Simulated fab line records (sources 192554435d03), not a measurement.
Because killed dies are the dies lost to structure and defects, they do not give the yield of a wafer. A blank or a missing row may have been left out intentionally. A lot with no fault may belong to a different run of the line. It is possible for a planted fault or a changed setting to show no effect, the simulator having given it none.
Struck lot and sound lot, side by side + flow n5 finfet + 37 out of 1938 route steps
Sound: wafers L238.1, L238.4, L238.5. Wafers struck: L219.1, L219.3, L219.4. The cause is given at the end.
Per side, at each step with rows, come the tool, then ch with its chambers, and then its first start. Under that, the readings that differ: sound wafers + struck wafers + difference of the means + sigmas: that difference in standard deviations of wafers without a fault.
alike: readings whose means differ by less than 2 such deviations, and words and numbers that are the same on both sides. not compared: withheld readings, readings that some wafer has no value for, bounds like >300 that may hide the same value, and numbers for which the record gives no deviation and whose values overlap.
Wherever a step has rows on one side only, a row that says differs or no value, or a row with sigmas, the two part there. Numbers that have no deviation but don't overlap get no sigmas and don't part them. A reading missing from all wafers of one side parts the sides only when that side holds two or more wafers.

first, 9 steps without rows for these wafers: N5_BEOL_M4_ANNEAL_95 (time 240 s); N5_BEOL_M4_SPUTTER_96 (material Cu, target thk 4.5 nm, time 8.29 s); N5_BEOL_M4_ECD_50 (material Cu, target thk 300 nm); N5_BEOL_M4_ANNEAL_51 (time 90 s); N5_BEOL_M4_CMP_52 (polishes, stops on SiOC, t overpolish 6.8 s, target thk 40 nm); N5_BEOL_M4_PRE_CLEAN_60 (time 15 s); N5_BEOL_M4_CO_CAP_55 (material Co, precursor CCTBA/H2, target thk 2 nm, time 102.1 s); N5_BEOL_M4_PRE_CLEAN_56 (time 15 s); N5_BEOL_M4_DEP_57 (deposits SiCN from 3MS/NH3, target thk 8 nm, time 14 s).
N5_BEOL_M4_RC_MEAS_101:
  sound on prober-02 ch 0, day 14 10:52; struck on prober-02 ch 0, day 8 13:29
  alike: DIBL_N, DIBL_P, IOFF_N, IOFF_P, ION_N, ION_P, SS_N, SS_P, VT_N, VT_P
then, 24 steps without rows for these wafers: N5_BEOL_M5_ILD_DEP_00 (deposits SiCOH lowk from DEMS/porogen, target thk 140.64 nm, time 25.9 s); N5_BEOL_M5_CURE_79 (cures SiCOH lowk, time 240 s); N5_BEOL_M5_PECVD_70 (deposits SiO2 from TEOS/O2, target thk 16 nm, time 18 s); N5_BEOL_M5_HM_DEP_02 (deposits TiN, target thk 20 nm); N5_BEOL_M5_COAT_59 (time 60 s, resist thk 60 nm); N5_BEOL_M5_COAT_60 (time 60 s, resist thk 12 nm); N5_BEOL_M5_COAT_71 (time 60 s, resist thk 5 nm); N5_BEOL_M5_COAT_05 (resist thk 30 nm); N5_BEOL_M5_EBR_07; N5_BEOL_M5_SOFTBAKE_06 (time 60 s); N5_BEOL_M5_EXPOSE_08 (exposes mask M5, target cd 28 nm); N5_BEOL_M5_PEB_09 (peb time 60 s); N5_BEOL_M5_DEVELOP_10 (develop time 30 s); N5_BEOL_M5_DESCUM_16 (chemistry O2, time 7 s); N5_BEOL_M5_ETCH_72 (etches underlayer in N2/H2, target depth 6.5 nm, time 5.2 s); N5_BEOL_M5_ETCH_61 (etches SiARC in CF4, target depth 15.6 nm, time 26 s); N5_BEOL_M5_ETCH_62 (etches SOC in N2/H2, target depth 75 nm, overetch 15 nm, time 112.5 s); N5_BEOL_M5_STRIP_63 (strips in N2/H2); N5_BEOL_M5_STRIP_73 (strips in N2/H2); N5_BEOL_M5_STRIP_64 (strips in CF4); N5_BEOL_M5_HM_OPEN_17 (chemistry Cl2/BCl3, target TiN, target depth 20 nm, overetch 6 nm); N5_BEOL_M5_STRIP_19 (strips in O2); N5_BEOL_M5_COAT_65 (time 60 s, resist thk 60 nm); N5_BEOL_M5_COAT_66 (time 60 s, resist thk 12 nm).
-- the record jumps here: 3 days lie between the struck wafers' starts before and after (it left off in module BEOL_M5 and takes up again in module BEOL_M13, whose first step shown is number 1706 of the route) --
N5_BEOL_M13_SPUTTER_44: material Ta, target thk 10 nm, time 16.13 s.
  sound on pvd sputter-03 at day 17 14:46; struck on pvd sputter-03 at day 11 22:25
  no value came back on the struck wafers for bias v (V), cathode dc power W (W), chamber pressure pa (Pa), throttle valve pct (%); on the sound wafers bias v (V) reads 78.9 80.2 80.1
N5_BEOL_M13_CMP_49: polishes, stops on SiOC, t overpolish 17.1 s, target thk 420 nm.
  sound on cmp-02 ch 0,1,3, day 17 15:27; struck on cmp-01 ch 0,2,3, day 11 23:05
| reading                      | sound          | struck         | difference | sigmas |
|------------------------------|----------------|----------------|------------|--------|
| barrier field endpoint s (s) | 29.2 29.4 28.9 | 18.9 18.1 17.8 | -10.9      | -15    |
  alike: motor current A
N5_PASSIVATION_PROBE_49:
  only the struck wafers here have rows in the record (prober-02, day 13 00:25); the sound ones have none

== WHERE THEY PART ==
Earliest at N5_BEOL_M13_SPUTTER_44; latest, in this record, at N5_PASSIVATION_PROBE_49.

WHY: the cause the simulator had injected
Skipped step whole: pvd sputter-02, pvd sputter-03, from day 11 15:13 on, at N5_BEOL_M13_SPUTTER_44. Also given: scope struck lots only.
